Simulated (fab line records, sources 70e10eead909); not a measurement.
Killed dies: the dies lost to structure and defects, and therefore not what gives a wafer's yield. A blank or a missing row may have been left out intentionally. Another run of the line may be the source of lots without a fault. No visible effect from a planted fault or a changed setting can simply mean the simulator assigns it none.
Matching of chambers :: flow nandHarc :: NHARC_A_CONTACT_ETCH_91 on rieDiel-11: 4 sister chambers
The step etches the open film in CH3F/O2, target depth 40 nm, time 85.7 s. 8 wafers are shown with their chamber, then 11 later ones without.

## WAFERS, EACH WITH ITS CHAMBER
wafer: L077.5
chamber: 0
drypumpMotorCurrentA (A): 5.66
showerheadPlenumPTorr (Torr): 2.28

wafer: L087.2
chamber: 0
drypumpMotorCurrentA (A): 5.59
showerheadPlenumPTorr (Torr): 2.27

wafer: L087.4
chamber: 3
drypumpMotorCurrentA (A): 5.11
showerheadPlenumPTorr (Torr): 2.33

wafer: L089.6
chamber: 2
drypumpMotorCurrentA (A): 5.19
showerheadPlenumPTorr (Torr): 2.41

wafer: L091.2
chamber: 2
drypumpMotorCurrentA (A): 5.23
showerheadPlenumPTorr (Torr): 2.41

wafer: L091.3
chamber: 1
drypumpMotorCurrentA (A): 5.78
showerheadPlenumPTorr (Torr): 2.39

wafer: L091.4
chamber: 3
drypumpMotorCurrentA (A): 5.13
showerheadPlenumPTorr (Torr): 2.32

wafer: L093.1
chamber: 1
drypumpMotorCurrentA (A): 5.77
showerheadPlenumPTorr (Torr): 2.39

## WAFERS WITH NO CHAMBER GIVEN
wafer: L093.5
drypumpMotorCurrentA (A): 5.63
showerheadPlenumPTorr (Torr): 2.27

wafer: L093.6
drypumpMotorCurrentA (A): 5.78
showerheadPlenumPTorr (Torr): 2.38

wafer: L092.1
drypumpMotorCurrentA (A): 5.22
showerheadPlenumPTorr (Torr): 2.41

wafer: L092.2
drypumpMotorCurrentA (A): 5.63
showerheadPlenumPTorr (Torr): 2.27

wafer: L092.4
drypumpMotorCurrentA (A): 5.79
showerheadPlenumPTorr (Torr): 2.38

wafer: L095.2
drypumpMotorCurrentA (A): 5.62
showerheadPlenumPTorr (Torr): 2.27

wafer: L095.3
drypumpMotorCurrentA (A): 5.78
showerheadPlenumPTorr (Torr): 2.38

wafer: L095.6
drypumpMotorCurrentA (A): 5.21
showerheadPlenumPTorr (Torr): 2.41

wafer: L096.3
drypumpMotorCurrentA (A): 5.20
showerheadPlenumPTorr (Torr): 2.41

wafer: L096.4
drypumpMotorCurrentA (A): 5.13
showerheadPlenumPTorr (Torr): 2.32

wafer: L096.6
drypumpMotorCurrentA (A): 5.12
showerheadPlenumPTorr (Torr): 2.32

## EACH ONE'S CHAMBER
wafer: L093.5
from the rows above: 0
in truth: 0

wafer: L093.6
from the rows above: 1
in truth: 1

wafer: L092.1
from the rows above: 2
in truth: 2

wafer: L092.2
from the rows above: 0
in truth: 0

wafer: L092.4
from the rows above: 1
in truth: 1

wafer: L095.2
from the rows above: 0
in truth: 0

wafer: L095.3
from the rows above: 1
in truth: 1

wafer: L095.6
from the rows above: 2
in truth: 2

wafer: L096.3
from the rows above: 2
in truth: 2

wafer: L096.4
from the rows above: 3
in truth: 3

wafer: L096.6
from the rows above: 3
in truth: 3
Placed correctly: 11 of 11. From these rows, 0 cannot be placed. Placed wrongly: 0.
How it was worked out, from the rows above alone: a wafer's distance from a chamber is the root of the sum, over the readings, of the square of ((its reading less the chamber's mean) divided by the reading's scatter). The wafer belongs to the nearest chamber; if the next one is less than 2 further off, it can't be placed. For every chamber, the mean is computed from those of its wafers that are shown. How the scatter is found: for the shown wafers, subtract from each reading the mean of its chamber, square and add these, divide the total by (wafers less chambers), then take the root.
